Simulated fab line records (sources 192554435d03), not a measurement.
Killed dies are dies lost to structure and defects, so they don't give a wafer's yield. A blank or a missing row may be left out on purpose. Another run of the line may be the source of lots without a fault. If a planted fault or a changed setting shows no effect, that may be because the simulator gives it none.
Chamber matching    flow n5 finfet    rie diel-06 running N5_BEOL_M7_ETCH_72: 4 sister chambers
The step etches underlayer in N2/H2, target depth 6.5 nm, time 5.2 s. 8 wafers are shown with their chamber, then 11 later ones without.

WAFERS, EACH WITH ITS CHAMBER
wafer   chamber  throttle valve pct (%)  oes product au (a.u.)
L075.5  2        18.03                   0.62
L079.6  2        18.00                   0.63
L083.1  3        17.99                   0.63
L083.6  1        17.94                   0.59
L080.1  3        17.98                   0.62
L080.2  1        17.96                   0.59
L080.4  0        17.63                   0.70
L085.1  0        17.64                   0.71

WAFERS WITHOUT THEIR CHAMBER
wafer   throttle valve pct (%)  oes product au (a.u.)
L085.3  18.01                   0.62
L085.5  17.97                   0.59
L091.2  17.95                   0.59
L091.3  18.05                   0.62
L091.6  17.97                   0.59
L095.2  17.63                   0.69
L095.3  18.02                   0.58
L095.4  18.03                   0.61
L097.1  18.04                   0.60
L097.4  18.04                   0.61
L097.5  17.70                   0.69

CHAMBER TAKEN BY EACH
wafer   from the rows above      in truth
L085.3  can't be placed: 2 or 3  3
L085.5  1                        1
L091.2  1                        1
L091.3  2                        2
L091.6  1                        1
L095.2  0                        0
L095.3  can't be placed: 1 or 2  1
L095.4  can't be placed: 2 or 3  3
L097.1  can't be placed: 2 or 3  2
L097.4  can't be placed: 2 or 3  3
L097.5  0                        0
6 of 11 placed correctly. Not placeable from these rows: 5 (in 5, the candidates include the true chamber). Wrongly placed: 0.
How it was worked out, from the rows above alone: a wafer's distance from a chamber is the root of the sum, over the readings, of the square of ((its reading less the chamber's mean) divided by the reading's scatter). If the next closest chamber is less than 2 further off than the closest, the wafer can't be placed; otherwise it belongs to the closest. A chamber's mean is the mean of its shown wafers. How the scatter is found: for the shown wafers, subtract from each reading the mean of its chamber, square and add these, divide the total by (wafers less chambers), then take the root.
